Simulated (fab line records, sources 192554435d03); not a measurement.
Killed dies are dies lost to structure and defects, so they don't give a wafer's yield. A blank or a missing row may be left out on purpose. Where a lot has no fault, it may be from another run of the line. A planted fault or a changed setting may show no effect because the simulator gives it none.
Matching of chambers || flow n5Finfet || rieDiel-02 running N5_GATE_CUT_DESCUM_18: 4 sister chambers
The step chemistry O2, time 7 s. 14 wafers are shown with their chamber, then 7 later ones without.

## WAFERS PAIRED WITH THEIR CHAMBERS
{"wafer": "L077.1", "chamber": 0, "showerheadPlenumPTorr (Torr)": 2.14, "throttleValvePct (%)": 20.08, "drypumpMotorCurrentA (A)": 6.1}
{"wafer": "L077.4", "chamber": 2, "showerheadPlenumPTorr (Torr)": 2.03, "throttleValvePct (%)": 20.44, "drypumpMotorCurrentA (A)": 5.2}
{"wafer": "L077.5", "chamber": 2, "showerheadPlenumPTorr (Torr)": 2.03, "throttleValvePct (%)": 20.43, "drypumpMotorCurrentA (A)": 5.3}
{"wafer": "L079.1", "chamber": 1, "showerheadPlenumPTorr (Torr)": 2.24, "throttleValvePct (%)": 20.26, "drypumpMotorCurrentA (A)": 6.6}
{"wafer": "L079.4", "chamber": 0, "showerheadPlenumPTorr (Torr)": 2.14, "throttleValvePct (%)": 20.08, "drypumpMotorCurrentA (A)": 6.1}
{"wafer": "L079.6", "chamber": 1, "showerheadPlenumPTorr (Torr)": 2.24, "throttleValvePct (%)": 20.26, "drypumpMotorCurrentA (A)": 6.6}
{"wafer": "L083.2", "chamber": 2, "showerheadPlenumPTorr (Torr)": 2.03, "throttleValvePct (%)": 20.46, "drypumpMotorCurrentA (A)": 5.3}
{"wafer": "L083.4", "chamber": 0, "showerheadPlenumPTorr (Torr)": 2.13, "throttleValvePct (%)": 20.10, "drypumpMotorCurrentA (A)": 6.2}
{"wafer": "L083.6", "chamber": 2, "showerheadPlenumPTorr (Torr)": 2.03, "throttleValvePct (%)": 20.46, "drypumpMotorCurrentA (A)": 5.3}
{"wafer": "L086.1", "chamber": 3, "showerheadPlenumPTorr (Torr)": 2.12, "throttleValvePct (%)": 20.60, "drypumpMotorCurrentA (A)": 5.2}
{"wafer": "L086.5", "chamber": 3, "showerheadPlenumPTorr (Torr)": 2.12, "throttleValvePct (%)": 20.59, "drypumpMotorCurrentA (A)": 5.3}
{"wafer": "L086.6", "chamber": 0, "showerheadPlenumPTorr (Torr)": 2.13, "throttleValvePct (%)": 20.09, "drypumpMotorCurrentA (A)": 6.1}
{"wafer": "L088.1", "chamber": 2, "showerheadPlenumPTorr (Torr)": 2.03, "throttleValvePct (%)": 20.46, "drypumpMotorCurrentA (A)": 5.3}
{"wafer": "L088.3", "chamber": 1, "showerheadPlenumPTorr (Torr)": 2.23, "throttleValvePct (%)": 20.28, "drypumpMotorCurrentA (A)": 6.6}

SIGNATURES, as means of the wafers listed above
{"reading": "showerheadPlenumPTorr", "chamber 0": 2.1350, "chamber 1": 2.2367, "chamber 2": 2.0300, "chamber 3": 2.1200, "scatter within a chamber": 0.00408}
{"reading": "throttleValvePct", "chamber 0": 20.0875, "chamber 1": 20.2667, "chamber 2": 20.4500, "chamber 3": 20.5950, "scatter within a chamber": 0.0118}
{"reading": "drypumpMotorCurrentA", "chamber 0": 6.125, "chamber 1": 6.600, "chamber 2": 5.280, "chamber 3": 5.250, "scatter within a chamber": 0.0453}
Rule: a wafer lies at a distance from a chamber equal to the root of the sum of squares, over the readings, of (its reading less the chamber's mean, divided by the reading's scatter). If the next closest chamber is less than 2 further off than the closest, the wafer can't be placed; otherwise it belongs to the closest. The scatter: the root of (the sum of the squares of (reading less its chamber's mean) over the shown wafers, divided by (wafers less chambers)).

## WAFERS WITH NO CHAMBER GIVEN
{"wafer": "L088.6", "showerheadPlenumPTorr (Torr)": 2.23, "throttleValvePct (%)": 20.27, "drypumpMotorCurrentA (A)": 6.6}
{"wafer": "L089.2", "showerheadPlenumPTorr (Torr)": 2.23, "throttleValvePct (%)": 20.28, "drypumpMotorCurrentA (A)": 6.6}
{"wafer": "L089.3", "showerheadPlenumPTorr (Torr)": 2.13, "throttleValvePct (%)": 20.10, "drypumpMotorCurrentA (A)": 6.1}
{"wafer": "L089.6", "showerheadPlenumPTorr (Torr)": 2.02, "throttleValvePct (%)": 20.45, "drypumpMotorCurrentA (A)": 5.3}
{"wafer": "L093.1", "showerheadPlenumPTorr (Torr)": 2.02, "throttleValvePct (%)": 20.46, "drypumpMotorCurrentA (A)": 5.3}
{"wafer": "L093.4", "showerheadPlenumPTorr (Torr)": 2.11, "throttleValvePct (%)": 20.62, "drypumpMotorCurrentA (A)": 5.2}
{"wafer": "L093.6", "showerheadPlenumPTorr (Torr)": 2.02, "throttleValvePct (%)": 20.47, "drypumpMotorCurrentA (A)": 5.3}

## THE CHAMBER EACH PASSED THROUGH
{"wafer": "L088.6", "from the rows above": 1, "in truth": 1}
{"wafer": "L089.2", "from the rows above": 1, "in truth": 1}
{"wafer": "L089.3", "from the rows above": 0, "in truth": 0}
{"wafer": "L089.6", "from the rows above": 2, "in truth": 2}
{"wafer": "L093.1", "from the rows above": 2, "in truth": 2}
{"wafer": "L093.4", "from the rows above": 3, "in truth": 3}
{"wafer": "L093.6", "from the rows above": 2, "in truth": 2}
Placed correctly: 7 of 7. Left unplaced by these rows: 0. Wrongly placed: 0.
